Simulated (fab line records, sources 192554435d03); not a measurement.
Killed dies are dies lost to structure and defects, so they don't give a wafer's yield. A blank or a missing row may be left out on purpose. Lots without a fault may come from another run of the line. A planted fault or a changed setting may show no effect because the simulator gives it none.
A struck lot beside a sound one | flow n5_finfet | 15 steps out of a route of 1938
Sound: wafers L691.1, L691.4, L691.6. Struck: wafer L710.6. (L710.3, L710.4 of the same lot were not struck and are left out.) The cause comes at the end.
At each step with rows: each side's tool, then ch and its chambers, then its first start. Under that, the readings that differ: sound wafers | struck wafers | difference of the means | sigmas: that difference in standard deviations of wafers without a fault.
alike: readings whose means differ by less than 2 such deviations, and words and numbers that are the same on both sides. not compared: withheld readings, readings that some wafer has no value for, bounds like >300 that may hide the same value, and numbers for which the record gives no deviation and whose values overlap.
The two part at a step that has a row with sigmas, a row that says differs or no value, or rows on one side only. Numbers that don't overlap but have no deviation are shown without sigmas and don't part them. A reading that every wafer of one side lacks parts them only if that side has two wafers or more.

first, 5 steps without rows for these wafers: N5_PASSIVATION_SOFTBAKE_05 (time 90 s); N5_PASSIVATION_EXPOSE_07 (exposes mask TV, defocus 0 nm, target cd 3000 nm); N5_PASSIVATION_PEB_08; N5_PASSIVATION_DEVELOP_09 (develop time 60 s); N5_PASSIVATION_HARDBAKE_11 (time 120 s).
N5_PASSIVATION_CD_MEAS_10: target cd 3000 nm.
  sound on cd_sem-01 ch 0, day 12 11:23; struck on cd_sem-03 ch 0, day 17 07:13
  reading    | sound                | struck | difference | sigmas
  cd_nm (nm) | 3002.9 3003.9 3003.6 | 2996.5 | -7.0       | -3
N5_PASSIVATION_OVL_MEAS_60:
  sound on overlay-01 ch 0, day 12 11:25; struck on overlay-02 ch 0, day 17 07:15
  alike: TV_OVL
N5_PASSIVATION_INSPECT_61: inspects for defects (macro).
  sound on defect_inspect-01, day 12 11:26; struck on defect_inspect-02, day 17 07:17
  alike: raw_defect_count
N5_PASSIVATION_DESCUM_12: chemistry O2, time 7.9 s.
  sound on rie_diel-01 ch 0,1,3, day 12 11:34; struck on rie_diel-01 ch 3, day 17 07:19
  alike: drypump_motor_current_A, oes_product_au, rf_vpp_V, showerhead_plenum_p_Torr, throttle_valve_pct
  not compared: rf_hours_counter_h
N5_PASSIVATION_PASS_ETCH_74: etches SiNx in CF4/O2, target depth 220 nm, time 110 s.
  sound on rie_diel-01 ch 0,1,3, day 12 11:37; struck on rie_diel-01 ch 3, day 17 07:23
  alike: drypump_motor_current_A, oes_product_au, rf_vpp_V, showerhead_plenum_p_Torr, throttle_valve_pct
  not compared: rf_hours_counter_h
N5_PASSIVATION_VIA_ETCH_13: etches SiO2 in CHF3/O2, target depth 660 nm, time 330 s.
  sound on rie_diel-01 ch 0,1,3, day 12 11:43; struck on rie_diel-01 ch 3, day 17 07:28
  alike: drypump_motor_current_A, etch_rf_on_time_s, oes_product_au, rf_vpp_V, showerhead_plenum_p_Torr, throttle_valve_pct
  not compared: rf_hours_counter_h
N5_PASSIVATION_STRIP_14: strips in O2.
  sound on rie_diel-01 ch 0,1,3, day 12 11:55; struck on rie_diel-01 ch 3, day 17 07:40
  alike: drypump_motor_current_A, oes_product_au, rf_vpp_V, showerhead_plenum_p_Torr, throttle_valve_pct
  not compared: rf_hours_counter_h
N5_PASSIVATION_ETCH_15: etches SiCN in CF4/N2, target depth 75 nm, time 81.2 s.
  sound on rie_diel-01 ch 0,1,3, day 12 11:57; struck on rie_diel-01 ch 3, day 17 07:42
  reading                  | sound             | struck | difference | sigmas
  model.etch.depth_nm (nm) | 64.23 63.58 65.94 | 55.38  | -9.20      |
  alike: drypump_motor_current_A, oes_product_au, rf_vpp_V, showerhead_plenum_p_Torr, throttle_valve_pct
  not compared: rf_hours_counter_h
then, 1 step without rows for these wafers: N5_PASSIVATION_STRIP_73 (strips in post etch residue remover, time 60 s).
N5_PASSIVATION_PROBE_49:
  sound on prober-01, day 12 18:16; struck on prober-01, day 17 15:39
  reading         | sound | struck | difference | sigmas
  killed_at_M4_up | 8 6 5 | 21     | +15        | +3
  alike: defect_limited_yield, killed_at_M0_to_M3, killed_at_contacts, killed_at_front_end, killed_at_other, killed_dies, killed_open, killed_short, sort_bin_5_function, sort_bin_6_memory, sort_n_pass, sort_yield_pct

WHERE THEY PART
First at N5_PASSIVATION_CD_MEAS_10; last, within this record, at N5_PASSIVATION_PROBE_49.

WHY: what the simulator had put in
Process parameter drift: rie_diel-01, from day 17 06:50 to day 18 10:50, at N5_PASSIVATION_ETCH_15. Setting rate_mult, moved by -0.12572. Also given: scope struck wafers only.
